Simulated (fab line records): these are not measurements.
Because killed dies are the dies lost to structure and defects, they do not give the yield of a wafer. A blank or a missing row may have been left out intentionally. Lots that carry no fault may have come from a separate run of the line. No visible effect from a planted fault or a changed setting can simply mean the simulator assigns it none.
fab line records	flow n5-finfet
record lots=24	wafers=72	last-day=20
route steps=1938 shown ILD0@335 SDB@358 HKMG_FIN@387
lots with no fault: from the same line, run without faults
start-h: the number of hours between the record's first day and the start of the first shown wafer of the lot	wait-h: hours elapsed since this lot's preceding step	" as in the row above	L1.1+2: one row covering several wafers at once	- no value, or no start was given	* or withheld: withheld	< > ~ a bound
route shown NAME@n: a module of which the file shows steps, and the number in the route of the first	usual: the fault-free wafers' mean and standard deviation	same: alike in all rows	chamber/n: place in a boat	sites: the reading at each site	_std_site: the standard deviation of these	_edge_site: the outer-site mean with the inner-site mean subtracted	radius-mm: how far each site lies from the wafer's centre	mask NAME#n: copy n	behind: the tool/chamber that last shaped the wafer	hold: what put the lot on hold/how long, in hours/how the hold closed	device: the n, p or np transistor that did not switch	end of line: the route-end tests of the same wafers	where a step has no rows: the recipe by itself	killed: the dies lost at the first sort to structure and to defects; this is not the yield of the wafer	map: a wafer's dies, marking killed ones x, the rest . and places with no die _
set.NAME: the setting the step ran with; set.NAME@STEP: the setting that earlier step ran with	model.NAME: the simulator's own value behind a step, which no gauge read
one table for each step of the route and one row for each wafer, over a sample of lots
services: a tool's chamber out of use, with start hour (start-h, from the record's first day; less than 0 if before it), hours out, and reason
## steps
# step N5_ILD0_LINER_00
# recipe material=SiNx	target-thk-a=40	temp-c=400	ald-precursor-family=SiH2I2	ald-co-reactant=N2/H2-plasma	pulse-time-s=1	purge-time-s=2	co-reactant-purge-time-s=2	ald-cycles=80	pressure-torr=2
# usual heater-power-w=865/91	precursor-pulse-height-rel=1.003/0.019
lot.wafer	tool	chamber	start-h	wait-h	heater-power-w	precursor-pulse-height-rel	since-wet-clean-h
L074.1	ald-sin-03	2	57.24	0.0	938	1.019	245
L074.5	"	2	"	"	931	0.990	-
L074.6	"	3	"	"	959	1.021	-
L075.3	ald-sin-03	3	65.02	0.3	983	1.024	252
L075.4	"	0	"	"	774	1.010	252
L075.6	"	1	"	"	910	0.990	-
L076.1	ald-sin-01	1	70.42	0.0	821	1.017	351
L076.5	"	3	"	"	687	0.998	-
L076.6	"	0	"	"	873	1.017	-
L077.2	ald-sin-01	3	76.53	0.0	704	1.031	357
L077.3	"	0	"	"	859	0.996	357
L077.6	"	0	"	"	875	1.001	-
L078.1	ald-sin-03	2	85.71	0.0	916	1.031	273
L078.2	"	3	"	"	947	1.026	273
L078.4	"	1	"	"	920	1.027	273
L079.4	ald-sin-03	0	89.19	1.7	768	0.992	277
L079.5	"	3	"	"	946	1.021	-
L079.6	"	2	"	"	956	0.981	-
L080.1	ald-sin-02	2	94.26	0.3	925	1.005	191
L080.5	"	2	"	"	920	1.028	-
L080.6	"	1	"	"	727	0.994	-
L081.2	ald-sin-03	3	100.14	0.1	966	1.035	288
L081.5	"	2	"	"	943	1.001	-
L081.6	"	1	"	"	940	0.998	-
L082.4	ald-sin-02	0	109.35	0.3	821	1.006	-
L082.5	"	1	"	"	733	1.020	-
L082.6	"	3	"	"	933	0.973	-
L083.1	ald-sin-02	3	114.71	0.3	935	1.041	212
L083.4	"	0	"	"	835	1.003	212
L083.5	"	3	"	"	961	1.031	-
L084.2	ald-sin-03	0	122.51	0.1	756	0.979	310
L084.3	"	3	"	"	956	1.008	310
L084.6	"	3	"	"	966	0.997	-
L085.1	ald-sin-01	0	124.52	0.0	851	1.007	23
L085.4	"	2	"	"	901	0.988	23
L085.5	"	1	"	"	770	0.991	-
L087.1	ald-sin-02	0	141.28	0.0	824	0.993	238
L087.2	"	2	"	"	929	1.007	238
L087.3	"	1	"	"	725	1.004	238
L086.3	ald-sin-03	0	141.49	0.0	771	0.986	329
L086.4	"	3	"	"	972	1.002	329
L086.5	"	1	"	"	939	0.964	-
L088.3	ald-sin-03	0	143.69	0.0	774	1.015	331
L088.4	"	1	"	"	911	0.973	331
L088.5	"	3	"	"	977	1.006	-
L089.3	ald-sin-03	3	153.24	1.0	946	0.990	341
L089.5	"	0	"	"	772	0.988	-
L089.6	"	1	"	"	925	0.983	-
L090.1	ald-sin-02	1	154.74	0.0	728	1.007	252
L090.4	"	3	"	"	971	0.968	252
L090.5	"	2	"	"	879	0.993	-
L091.2	ald-sin-02	2	159.51	0.0	940	0.989	257
L091.3	"	0	"	"	809	1.004	257
L091.4	"	3	"	"	957	0.994	257
L092.2	ald-sin-03	0	169.42	0.5	750	1.013	357
L092.5	"	3	"	"	952	1.000	-
L092.6	"	0	"	"	761	0.991	-
L093.1	ald-sin-02	2	174.63	0.0	914	0.994	272
L093.3	"	1	"	"	738	1.010	272
L093.4	"	0	"	"	844	1.000	272
L094.1	ald-sin-01	1	180.59	0.1	745	1.030	79
L094.4	"	2	"	"	909	0.996	79
L094.6	"	0	"	"	817	1.001	-
L095.1	ald-sin-02	0	187.26	0.1	832	0.978	284
L095.4	"	1	"	"	755	1.007	284
L095.6	"	3	"	"	965	1.025	-
L096.3	ald-sin-02	2	191.38	0.7	914	1.019	288
L096.4	"	3	"	"	973	0.977	288
L096.5	"	1	"	"	744	1.019	-
L097.3	ald-sin-01	3	201.59	0.2	658	0.989	100
L097.4	"	0	"	"	854	1.016	100
L097.6	"	0	"	"	846	1.014	-
# step N5_SDB_INSPECT_13
# recipe mode=adi	inspect-instrument=brightfield
# usual raw-defect-count=72/29
lot.wafer	tool	chamber	start-h	wait-h	raw-defect-count
L074.1	defect-inspect-02	-	63.87	0.0	81
L074.5	"	-	"	"	78
L074.6	"	-	"	"	39
L075.3	defect-inspect-02	-	71.79	0.0	50
L075.4	"	-	"	"	49
L075.6	"	-	"	"	61
L076.1	defect-inspect-02	-	77.28	0.0	78
L076.5	"	-	"	"	86
L076.6	"	-	"	"	54
L077.2	defect-inspect-01	-	83.49	0.0	100
L077.3	"	-	"	"	61
L077.6	"	-	"	"	146
L078.1	defect-inspect-02	-	92.91	0.0	91
L078.2	"	-	"	"	93
L078.4	"	-	"	"	104
L079.4	defect-inspect-02	-	95.95	0.0	89
L079.5	"	-	"	"	64
L079.6	"	-	"	"	93
L080.1	defect-inspect-02	-	100.91	0.0	47
L080.5	"	-	"	"	85
L080.6	"	-	"	"	127
L081.2	defect-inspect-02	-	106.94	0.0	85
L081.5	"	-	"	"	55
L081.6	"	-	"	"	69
L082.4	defect-inspect-01	-	115.93	0.0	55
L082.5	"	-	"	"	65
L082.6	"	-	"	"	95
L083.1	defect-inspect-01	-	121.50	0.0	50
L083.4	"	-	"	"	92
L083.5	"	-	"	"	37
L084.2	defect-inspect-02	-	130.73	0.0	39
L084.3	"	-	"	"	42
L084.6	"	-	"	"	70
L085.1	defect-inspect-01	-	132.90	0.0	103
L085.4	"	-	"	"	72
L085.5	"	-	"	"	41
L087.1	defect-inspect-02	-	148.10	0.0	102
L087.2	"	-	"	"	63
L087.3	"	-	"	"	64
L086.3	defect-inspect-02	-	148.58	0.0	41
L086.4	"	-	"	"	39
L086.5	"	-	"	"	35
L088.3	defect-inspect-02	-	150.83	0.0	112
L088.4	"	-	"	"	82
L088.5	"	-	"	"	137
L089.3	defect-inspect-02	-	159.88	0.0	45
L089.5	"	-	"	"	70
L089.6	"	-	"	"	63
L090.1	defect-inspect-01	-	161.51	0.0	72
L090.4	"	-	"	"	54
L090.5	"	-	"	"	53
L091.2	defect-inspect-01	-	166.21	0.0	57
L091.3	"	-	"	"	75
L091.4	"	-	"	"	81
L092.2	defect-inspect-01	-	176.20	0.0	43
L092.5	"	-	"	"	38
L092.6	"	-	"	"	49
L093.1	defect-inspect-01	-	182.73	0.0	93
L093.3	"	-	"	"	130
L093.4	"	-	"	"	104
L094.1	defect-inspect-01	-	187.71	0.0	183
L094.4	"	-	"	"	147
L094.6	"	-	"	"	64
L095.1	defect-inspect-01	-	194.84	0.0	91
L095.4	"	-	"	"	104
L095.6	"	-	"	"	70
L096.3	defect-inspect-02	-	198.04	0.0	44
L096.4	"	-	"	"	53
L096.5	"	-	"	"	48
L097.3	defect-inspect-02	-	208.73	0.0	116
L097.4	"	-	"	"	95
L097.6	"	-	"	"	171
# step N5_SDB_ETCH_17
# recipe chemistry=CF4	target=SiARC	target-depth-a=234	mask-material=CAR-ArF	time-s=39	ion-energy-ev=80	pressure-mtorr=40	source-w=545	bias-w=36	Ar_flow_sccm=100	cf4-flow-sccm=100	ends=cleared
# usual drypump-motor-current-A=5.9/0.6	etch-rf-on-time-s=38.9/0.83	mfc-ar-sccm=100.0/0.32	oes-product-au=0.68/0.07	rf-vpp-V=184.0/1.2	showerhead-plenum-p-Torr=2.13/0.086	throttle-valve-pct=15.50/0.23
lot.wafer	tool	chamber	start-h	wait-h	drypump-motor-current-A	etch-rf-on-time-s	mfc-ar-sccm	oes-product-au	rf-hours-counter-h	rf-vpp-V	showerhead-plenum-p-Torr	throttle-valve-pct
L074.1	rie-diel-05	0	63.94	0.0	6.4	39.9	100.0	0.61	207	182.8	2.04	16.05
L074.5	"	0	"	"	6.4	39.7	99.7	0.61	-	184.1	2.04	16.07
L074.6	"	1	"	"	5.1	39.7	99.5	0.63	-	183.2	2.12	15.37
L075.3	rie-diel-02	2	71.85	0.0	6.5	39.4	100.1	0.68	105	181.6	2.05	15.40
L075.4	"	1	"	"	5.6	40.8	100.2	0.57	-	182.9	2.10	15.64
L075.6	"	3	"	"	6.8	37.9	100.1	0.76	-	186.1	2.26	15.52
L076.1	rie-diel-02	3	77.35	0.0	6.8	37.6	99.3	0.76	32	184.4	2.26	15.52
L076.5	"	1	"	"	5.6	40.3	99.9	0.57	-	184.2	2.10	15.66
L076.6	"	2	"	"	6.5	38.7	100.3	0.69	-	183.9	2.05	15.42
L077.2	rie-diel-05	0	83.85	0.0	6.4	39.8	99.6	0.60	213	182.6	2.04	16.07
L077.3	"	3	"	"	5.3	39.6	100.2	0.64	155	184.7	2.14	15.36
L077.6	"	1	"	"	5.1	38.9	100.1	0.64	-	183.3	2.12	15.42
L078.1	rie-diel-03	1	92.98	0.0	6.3	37.9	100.3	0.79	20	184.0	2.09	15.67
L078.2	"	3	"	"	6.0	38.4	100.3	0.58	221	182.3	2.02	15.61
L078.4	"	0	"	"	5.0	39.7	99.9	0.62	-	183.7	2.13	15.33
L079.4	rie-diel-02	3	96.04	0.0	6.8	37.9	100.1	0.74	-	185.7	2.25	15.53
L079.5	"	0	"	"	5.3	39.8	100.4	0.77	-	184.0	2.28	15.56
L079.6	"	2	"	"	6.5	39.1	100.6	0.68	-	183.7	2.05	15.42
L080.1	rie-diel-02	3	101.00	0.0	6.8	37.5	99.9	0.74	44	186.2	2.25	15.54
L080.5	"	2	"	"	6.5	38.6	99.7	0.68	-	182.5	2.05	15.42
L080.6	"	3	"	"	6.8	36.9	99.7	0.75	-	184.7	2.25	15.56
L081.2	rie-diel-02	0	107.01	0.0	5.3	40.0	100.5	0.78	13	184.7	2.28	15.54
L081.5	"	3	"	"	6.8	37.5	99.6	0.73	-	185.0	2.25	15.55
L081.6	"	2	"	"	6.5	39.1	100.2	0.68	-	183.2	2.05	15.43
L082.4	rie-diel-05	3	116.00	0.0	5.3	39.5	99.9	0.63	165	183.7	2.14	15.38
L082.5	"	1	"	"	5.1	39.3	100.1	0.63	-	184.2	2.12	15.43
L082.6	"	2	"	"	5.8	38.6	99.0	0.74	-	184.7	2.16	15.13
L083.1	rie-diel-05	1	121.57	0.0	5.2	38.7	100.0	0.63	191	184.6	2.12	15.41
L083.4	"	0	"	"	6.4	39.4	99.3	0.60	225	182.3	2.04	16.08
L083.5	"	3	"	"	5.3	39.1	99.7	0.65	-	183.9	2.14	15.38
L084.2	rie-diel-03	2	131.16	0.0	5.8	39.4	99.9	0.57	243	183.6	2.03	15.87
L084.3	"	3	"	"	5.9	38.1	100.1	0.58	235	183.5	2.02	15.64
L084.6	"	3	"	"	5.9	38.2	100.0	0.59	-	183.4	2.02	15.64
L085.1	rie-diel-03	0	132.97	0.0	5.0	40.0	100.0	0.60	195	184.0	2.12	15.35
L085.4	"	2	"	"	5.7	39.5	99.7	0.56	244	182.7	2.03	15.87
L085.5	"	2	"	"	5.7	39.4	100.2	0.56	-	182.6	2.03	15.84
L087.1	rie-diel-02	0	148.48	0.0	5.3	39.8	99.7	0.73	28	185.3	2.28	15.58
L087.2	"	3	"	"	6.8	37.2	100.1	0.72	63	187.2	2.25	15.59
L087.3	"	2	"	"	6.5	39.0	99.5	0.67	136	183.4	2.04	15.45
L086.3	rie-diel-02	1	148.83	0.0	5.6	38.8	100.3	0.79	17	183.6	2.10	15.19
L086.4	"	3	"	"	6.8	37.5	100.2	0.72	63	186.1	2.25	15.58
L086.5	"	1	"	"	5.6	39.2	100.2	0.79	-	183.5	2.10	15.19
L088.3	rie-diel-02	1	151.46	0.0	5.6	39.6	100.2	0.78	18	183.7	2.10	15.18
L088.4	"	2	"	"	6.4	39.1	101.3	0.67	138	182.8	2.04	15.44
L088.5	"	0	"	"	5.3	40.0	99.9	0.74	-	186.1	2.28	15.61
L089.3	rie-diel-05	3	160.11	0.0	5.3	39.1	100.2	0.63	179	184.0	2.13	15.41
L089.5	"	2	"	"	5.9	39.1	100.4	0.72	-	183.1	2.15	15.16
L089.6	"	3	"	"	5.3	39.2	100.3	0.63	-	183.5	2.13	15.40
L090.1	rie-diel-03	0	161.58	0.0	5.0	39.5	100.1	0.60	204	184.7	2.12	15.39
L090.4	"	3	"	"	5.9	37.9	99.7	0.58	-	183.6	2.02	15.66
L090.5	"	1	"	"	6.3	37.7	100.0	0.76	-	183.1	2.09	15.73
L091.2	rie-diel-02	1	166.39	0.0	5.6	39.3	100.2	0.77	23	183.5	2.10	15.20
L091.3	"	3	"	"	6.8	37.9	99.8	0.71	68	184.3	2.24	15.59
L091.4	"	2	"	"	6.5	38.9	100.4	0.66	143	183.9	2.04	15.49
L092.2	rie-diel-02	2	176.27	0.0	6.5	39.0	100.2	0.66	147	182.3	2.04	15.49
L092.5	"	2	"	"	6.5	38.8	99.9	0.66	-	183.2	2.04	15.48
L092.6	"	3	"	"	6.8	37.7	99.9	0.71	-	185.7	2.24	15.59
L093.1	rie-diel-02	2	182.80	0.0	6.4	38.6	100.0	0.65	150	182.5	2.04	15.47
L093.3	"	3	"	"	6.8	37.6	100.3	0.71	75	186.5	2.24	15.60
L093.4	"	0	"	"	5.3	39.8	100.0	0.72	40	185.2	2.27	15.61
L094.1	rie-diel-02	0	188.24	0.0	5.3	39.8	100.3	0.72	42	184.7	2.27	15.60
L094.4	"	3	"	"	6.8	37.5	100.1	0.70	77	184.5	2.24	15.61
L094.6	"	0	"	"	5.3	40.0	100.3	0.72	-	184.5	2.27	15.63
L095.1	rie-diel-02	0	194.91	0.0	5.3	39.7	100.5	0.71	43	186.4	2.27	15.62
L095.4	"	1	"	"	5.6	39.2	100.6	0.76	31	183.1	2.09	15.21
L095.6	"	2	"	"	6.5	38.6	99.9	0.66	-	182.1	2.04	15.50
L096.3	rie-diel-05	2	198.11	0.0	5.8	38.7	100.8	0.71	77	184.7	2.15	15.19
L096.4	"	0	"	"	6.4	40.0	99.6	0.57	249	183.2	2.03	16.17
L096.5	"	1	"	"	5.1	39.5	99.7	0.60	-	184.0	2.11	15.48
L097.3	rie-diel-05	2	208.80	0.0	5.8	38.6	99.5	0.70	83	183.9	2.15	15.21
L097.4	"	2	"	"	5.9	38.6	100.0	0.69	-	184.9	2.15	15.20
L097.6	"	1	"	"	5.2	39.6	100.0	0.59	-	183.7	2.11	15.49
# step N5_SDB_ALD_29
# recipe material=SiNx	target-thk-a=300	temp-c=400	ald-precursor-family=SiH2I2	ald-co-reactant=N2/H2-plasma	pulse-time-s=1	ald-cycles=600	purge-time-s=2	co-reactant-purge-time-s=2	pressure-torr=2
# usual heater-power-w=867/77	precursor-pulse-height-rel=0.999/0.018
lot.wafer	tool	chamber	start-h	wait-h	heater-power-w	precursor-pulse-height-rel	since-wet-clean-h
L074.1	ald-sin-04	1	64.94	0.3	878	0.989	58
L074.5	"	3	66.30	1.6	862	1.018	-
L074.6	"	1	"	"	888	0.976	-
L075.3	ald-sin-01	0	72.61	0.0	887	0.998	354
L075.4	"	1	"	"	823	0.997	354
L075.6	"	3	73.97	1.4	698	1.030	-
L076.1	ald-sin-04	1	78.11	0.0	898	1.012	71
L076.5	"	3	79.46	1.4	889	1.020	-
L076.6	"	1	"	"	913	1.043	-
L077.2	ald-sin-01	2	85.17	0.0	912	1.004	367
L077.3	"	3	"	"	687	0.984	367
L077.6	"	0	86.52	1.4	879	0.991	-
L078.1	ald-sin-04	2	94.63	0.7	831	0.985	87
L078.2	"	1	"	"	873	0.973	87
L078.4	"	0	95.98	2.1	941	1.004	-
L079.4	ald-sin-02	3	97.27	0.0	962	0.986	195
L079.5	"	1	98.62	1.4	743	1.019	-
L079.6	"	2	"	"	941	1.006	-
L080.1	ald-sin-01	0	102.04	0.0	829	1.012	1
L080.5	"	3	103.39	1.4	652	1.007	-
L080.6	"	2	"	"	886	1.013	-
L081.2	ald-sin-04	3	107.77	0.0	891	1.006	100
L081.5	"	3	109.13	1.4	887	1.015	-
L081.6	"	0	"	"	951	1.006	-
L082.4	ald-sin-02	0	117.07	0.0	824	0.966	215
L082.5	"	1	118.42	1.4	729	0.971	-
L082.6	"	0	"	"	838	0.983	-
L083.1	ald-sin-04	0	122.37	0.0	947	0.985	115
L083.4	"	3	"	"	910	1.002	115
L083.5	"	1	123.72	1.4	913	1.017	-
L084.2	ald-sin-02	2	132.01	0.1	938	1.005	230
L084.3	"	0	"	"	824	0.947	230
L084.6	"	2	133.37	1.5	918	0.990	-
L085.1	ald-sin-04	1	133.97	0.0	902	1.006	127
L085.4	"	3	"	"	885	1.013	127
L085.5	"	1	135.33	1.4	910	0.981	-
L087.1	ald-sin-01	1	149.74	0.0	766	1.035	49
L087.2	"	2	"	"	896	1.035	49
L087.3	"	0	"	"	839	0.996	49
L086.3	ald-sin-04	1	150.07	0.0	870	0.995	143
L086.4	"	0	"	"	941	0.968	143
L086.5	"	2	151.42	1.4	841	0.981	-
L088.3	ald-sin-04	0	153.21	0.8	918	1.006	146
L088.4	"	2	"	"	854	0.984	146
L088.5	"	1	154.56	2.2	910	1.022	-
L089.3	ald-sin-02	1	160.95	0.0	734	0.991	259
L089.5	"	2	162.31	1.4	912	0.999	-
L089.6	"	3	"	"	958	0.996	-
L090.1	ald-sin-04	0	162.34	0.0	956	0.988	155
L090.4	"	2	"	"	847	0.968	155
L090.5	"	3	163.69	1.4	881	1.013	-
L091.2	ald-sin-02	0	167.20	0.1	837	0.985	265
L091.3	"	3	"	"	977	1.021	265
L091.4	"	1	"	"	727	0.968	265
L092.2	ald-sin-02	2	177.08	0.0	908	0.988	275
L092.5	"	0	178.44	1.4	845	0.973	-
L092.6	"	1	"	"	739	1.013	-
L093.1	ald-sin-04	3	186.38	2.6	910	1.004	179
L093.3	"	2	"	"	846	1.005	179
L093.4	"	1	"	"	890	1.002	179
L094.1	ald-sin-04	3	191.84	2.9	872	1.022	185
L094.4	"	0	"	"	934	0.993	185
L094.6	"	0	193.19	4.2	935	0.983	-
L095.1	ald-sin-04	3	195.87	0.1	921	0.999	189
L095.4	"	0	"	"	928	1.003	189
L095.6	"	0	197.23	1.5	929	1.009	-
L096.3	ald-sin-02	3	198.94	0.1	948	0.984	297
L096.4	"	2	"	"	939	1.001	297
L096.5	"	2	200.29	1.5	927	1.010	-
L097.3	ald-sin-01	3	209.60	0.1	664	0.991	108
L097.4	"	1	"	"	755	1.008	108
L097.6	"	0	210.96	1.4	845	0.982	-
# step N5_SDB_THK_MEAS_31
# recipe reads=a-Si_of_DUMMY_GATE_CVD_03
# usual SDB_THK=64.7/1
lot.wafer	tool	chamber	start-h	wait-h	SDB_THK[nm]
L074.1	film-metro-01	-	67.97	-	66.4
L074.5	"	-	"	"	66.0
L074.6	"	-	"	"	67.2
L075.3	film-metro-02	-	75.65	-	65.4
L075.4	"	-	"	"	61.5
L075.6	"	-	"	"	66.1
L076.1	film-metro-02	-	81.14	-	64.4
L076.5	"	-	"	"	65.2
L076.6	"	-	"	"	64.9
L077.2	film-metro-01	-	88.20	-	64.9
L077.3	"	-	"	"	63.5
L077.6	"	-	"	"	65.5
L078.1	film-metro-02	-	97.65	-	65.7
L078.2	"	-	"	"	65.8
L078.4	"	-	"	"	63.5
L079.4	film-metro-02	-	100.30	-	65.5
L079.5	"	-	"	"	64.9
L079.6	"	-	"	"	63.9
L080.1	film-metro-02	-	105.07	-	66.8
L080.5	"	-	"	"	65.8
L080.6	"	-	"	"	62.4
L081.2	film-metro-01	-	110.80	-	64.5
L081.5	"	-	"	"	64.2
L081.6	"	-	"	"	65.6
L082.4	film-metro-01	-	120.10	-	62.4
L082.5	"	-	"	"	65.2
L082.6	"	-	"	"	63.2
L083.1	film-metro-02	-	125.39	-	64.3
L083.4	"	-	"	"	63.7
L083.5	"	-	"	"	65.6
L084.2	film-metro-01	-	135.05	-	64.6
L084.3	"	-	"	"	64.8
L084.6	"	-	"	"	64.9
L085.1	film-metro-02	-	137.00	-	63.6
L085.4	"	-	"	"	65.6
L085.5	"	-	"	"	64.0
L087.1	film-metro-01	-	152.77	-	64.9
L087.2	"	-	"	"	64.0
L087.3	"	-	"	"	63.9
L086.3	film-metro-01	-	153.10	-	65.6
L086.4	"	-	"	"	64.6
L086.5	"	-	"	"	66.4
L088.3	film-metro-01	-	156.36	-	67.0
L088.4	"	-	"	"	65.2
L088.5	"	-	"	"	63.3
L089.3	film-metro-02	-	164.15	-	64.3
L089.5	"	-	"	"	65.0
L089.6	"	-	"	"	63.4
L090.1	film-metro-02	-	165.37	-	65.8
L090.4	"	-	"	"	65.2
L090.5	"	-	"	"	65.2
L091.2	film-metro-01	-	170.23	-	64.6
L091.3	"	-	"	"	64.4
L091.4	"	-	"	"	64.4
L092.2	film-metro-02	-	180.12	-	64.9
L092.5	"	-	"	"	65.7
L092.6	"	-	"	"	64.7
L093.1	film-metro-01	-	189.41	-	64.1
L093.3	"	-	"	"	64.4
L093.4	"	-	"	"	63.3
L094.1	film-metro-02	-	194.87	-	65.5
L094.4	"	-	"	"	64.4
L094.6	"	-	"	"	65.1
L095.1	film-metro-01	-	198.90	-	66.6
L095.4	"	-	"	"	65.7
L095.6	"	-	"	"	66.4
L096.3	film-metro-01	-	201.97	-	64.4
L096.4	"	-	"	"	64.1
L096.5	"	-	"	"	64.4
L097.3	film-metro-02	-	212.63	-	64.4
L097.4	"	-	"	"	64.1
L097.6	"	-	"	"	64.0
# step N5_HKMG_FIN_HK_ANNEAL_02
# recipe temp-c=700	time-s=30	ambient=N2	idle-temp-c=600	ramp-up-c-per-s=150	ramp-down-c-per-s=60	cool-to-c=600
# usual lamp-power-pct=8.79/0.056	wafer_temp_C_max=702.9/0.62
lot.wafer	tool	chamber	start-h	wait-h	lamp-power-pct	wafer_temp_C_max
L074.1	rtp-anneal-01	0	69.00	0.2	8.79	702.2
L074.5	"	0	"	"	8.73	702.3
L074.6	"	0	"	"	8.75	702.5
L075.3	rtp-anneal-02	0	76.89	0.2	8.76	703.9
L075.4	"	0	"	"	8.82	704.4
L075.6	"	0	"	"	8.87	702.4
L076.1	rtp-anneal-01	0	82.15	0.2	8.76	704.2
L076.5	"	0	"	"	8.95	703.5
L076.6	"	0	"	"	8.76	703.3
L077.2	rtp-anneal-02	0	89.10	0.2	8.85	703.0
L077.3	"	0	"	"	8.77	702.5
L077.6	"	0	"	"	8.83	702.7
L078.1	rtp-anneal-02	0	98.62	0.2	8.84	703.1
L078.2	"	0	"	"	8.76	702.8
L078.4	"	0	"	"	8.82	702.6
L079.4	rtp-anneal-01	0	101.19	0.2	8.72	702.2
L079.5	"	0	"	"	8.75	703.2
L079.6	"	0	"	"	8.88	702.2
L080.1	rtp-anneal-01	0	105.88	0.1	8.70	703.1
L080.5	"	0	"	"	8.77	701.8
L080.6	"	0	"	"	8.81	702.7
L081.2	rtp-anneal-01	0	111.63	0.1	8.78	702.1
L081.5	"	0	"	"	8.77	702.7
L081.6	"	0	"	"	8.73	702.7
L082.4	rtp-anneal-02	0	120.99	0.2	8.77	703.8
L082.5	"	0	"	"	8.68	702.6
L082.6	"	0	"	"	8.82	702.5
L083.1	rtp-anneal-02	0	126.19	0.1	8.76	702.8
L083.4	"	0	"	"	8.90	702.6
L083.5	"	0	"	"	8.72	702.6
L084.2	rtp-anneal-02	0	135.88	0.1	8.71	702.4
L084.3	"	0	"	"	8.86	703.7
L084.6	"	0	"	"	8.81	702.4
L085.1	rtp-anneal-02	0	138.06	0.2	8.72	703.8
L085.4	"	0	"	"	8.70	702.2
L085.5	"	0	"	"	8.85	702.7
L087.1	rtp-anneal-02	0	153.57	0.1	8.83	702.5
L087.2	"	0	"	"	8.71	703.1
L087.3	"	0	"	"	8.78	703.9
L086.3	rtp-anneal-01	0	153.96	0.2	8.73	703.4
L086.4	"	0	"	"	8.69	703.7
L086.5	"	0	"	"	8.85	701.8
L088.3	rtp-anneal-02	0	157.22	0.2	8.87	703.4
L088.4	"	0	"	"	8.92	703.3
L088.5	"	0	"	"	8.72	703.3
L089.3	rtp-anneal-01	0	165.00	0.2	8.74	701.8
L089.5	"	0	"	"	8.77	702.4
L089.6	"	0	"	"	8.79	703.2
L090.1	rtp-anneal-02	0	166.26	0.2	8.83	704.1
L090.4	"	0	"	"	8.83	702.5
L090.5	"	0	"	"	8.79	702.3
L091.2	rtp-anneal-01	0	171.23	0.2	8.73	703.4
L091.3	"	0	"	"	8.78	701.8
L091.4	"	0	"	"	8.86	703.6
L092.2	rtp-anneal-02	0	181.00	0.1	8.83	703.0
L092.5	"	0	"	"	8.74	703.1
L092.6	"	0	"	"	8.78	703.1
L093.1	rtp-anneal-02	0	190.32	0.2	8.91	702.7
L093.3	"	0	"	"	8.78	702.4
L093.4	"	0	"	"	8.86	701.9
L094.1	rtp-anneal-02	0	195.68	0.1	8.78	703.6
L094.4	"	0	"	"	8.96	703.8
L094.6	"	0	"	"	8.78	703.0
L095.1	rtp-anneal-02	0	199.72	0.1	8.74	702.5
L095.4	"	0	"	"	8.73	702.5
L095.6	"	0	"	"	8.87	702.4
L096.3	rtp-anneal-01	0	202.82	0.2	8.77	703.4
L096.4	"	0	"	"	8.79	702.3
L096.5	"	0	"	"	8.79	702.6
L097.3	rtp-anneal-02	0	213.59	0.3	8.81	703.6
L097.4	"	0	"	"	8.76	702.3
L097.6	"	0	"	"	8.78	702.5
## services
tool	chamber	start-h	hours	kind
ald-sin-03	1	40.97	2.1	repair
rie-diel-05	0	42.29	10.2	repair
rie-diel-03	1	47.80	6.4	repair
ald-sin-02	3	48.65	9.5	repair
rie-diel-02	3	56.63	1.3	repair
rie-diel-02	0	58.10	-	clean
rie-diel-02	0	58.10	-	consumable-replace:focus-ring
rie-diel-02	0	58.10	-	consumable-replace:showerhead
ald-sin-01	2	75.57	3.4	repair
ald-sin-04	3	85.16	20.9	repair
ald-sin-02	-	85.96	6.1	pm
ald-sin-01	-	87.87	14.0	pm
rie-diel-03	2	92.46	1.3	repair
ald-sin-03	-	114.39	6.1	pm
ald-sin-01	2	127.44	4.5	repair
rie-diel-03	-	145.13	5.1	repair
ald-sin-01	-	152.45	6.0	pm
rie-diel-05	-	153.20	0.2	repair
ald-sin-04	-	165.04	6.0	pm
rie-diel-02	1	172.00	5.8	repair
rie-diel-03	3	172.89	20.0	repair
ald-sin-03	-	178.21	14.0	pm
ald-sin-01	-	184.21	14.6	pm
ald-sin-03	-	205.16	0.8	repair
## key
fault none
